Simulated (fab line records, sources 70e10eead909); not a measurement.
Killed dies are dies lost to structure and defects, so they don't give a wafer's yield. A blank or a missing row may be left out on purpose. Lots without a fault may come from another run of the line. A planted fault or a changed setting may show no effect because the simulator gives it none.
Chamber matching | flow nand_harc | NHARC_P_ZERO_WELL_ETCH_65 on rie_diel-13: 4 sister chambers
The step etches the open film in N2/H2, target depth 80 nm, overetch 24 nm, time 87.88 s. 14 wafers are shown with their chamber, then 7 later ones without.

WAFERS WITH THEIR CHAMBER
wafer  | chamber | drypump_motor_current_A (A) | rf_vpp_V (V) | bias_w (W)
L075.3 | 0       | 4.8                         | 429.2        | 149.8
L075.4 | 3       | 6.5                         | 432.8        | 149.5
L075.5 | 0       | 4.8                         | 430.8        | 150.4
L076.2 | 1       | 6.8                         | 432.1        | 150.4
L076.5 | 3       | 6.4                         | 432.3        | 150.4
L076.6 | 2       | 5.2                         | 432.7        | 150.0
L077.3 | 0       | 4.8                         | 427.2        | 150.1
L077.5 | 1       | 6.8                         | 432.9        | 150.8
L077.6 | 3       | 6.5                         | 432.4        | 150.3
L083.2 | 2       | 5.2                         | 433.7        | 149.9
L083.3 | 3       | 6.5                         | 432.5        | 150.2
L083.4 | 1       | 6.8                         | 431.6        | 150.2
L085.1 | 1       | 6.8                         | 432.8        | 150.3
L085.5 | 0       | 4.8                         | 430.0        | 149.8

SIGNATURES (means of the wafers above)
reading                 | chamber 0 | chamber 1 | chamber 2 | chamber 3 | scatter within a chamber
drypump_motor_current_A | 4.800     | 6.800     | 5.200     | 6.475     | 0.0274
rf_vpp_V                | 429.300   | 432.350   | 433.200   | 432.500   | 0.945
bias_w                  | 150.025   | 150.425   | 149.950   | 150.100   | 0.31
Rule: a wafer's distance from a chamber is the root of the sum, over the readings, of the square of ((its reading less the chamber's mean) divided by the reading's scatter). The wafer belongs to the nearest chamber; if the next one is less than 2 further off, it can't be placed. The scatter: the root of (the sum of the squares of (reading less its chamber's mean) over the shown wafers, divided by (wafers less chambers)).

WAFERS WITHOUT THEIR CHAMBER
wafer  | drypump_motor_current_A (A) | rf_vpp_V (V) | bias_w (W)
L085.6 | 6.5                         | 433.4        | 149.8
L092.1 | 6.8                         | 434.0        | 149.8
L092.4 | 4.8                         | 429.8        | 149.9
L092.6 | 6.8                         | 432.0        | 149.4
L097.2 | 4.8                         | 428.1        | 151.0
L097.3 | 6.5                         | 433.7        | 149.9
L097.5 | 5.2                         | 433.9        | 149.9

WHICH CHAMBER EACH WENT THROUGH
wafer  | from the rows above | in truth
L085.6 | 3                   | 3
L092.1 | 1                   | 1
L092.4 | 0                   | 0
L092.6 | 1                   | 1
L097.2 | 0                   | 0
L097.3 | 3                   | 3
L097.5 | 2                   | 2
Placed correctly: 7 of 7. Can't be placed from these rows: 0. Placed wrongly: 0.
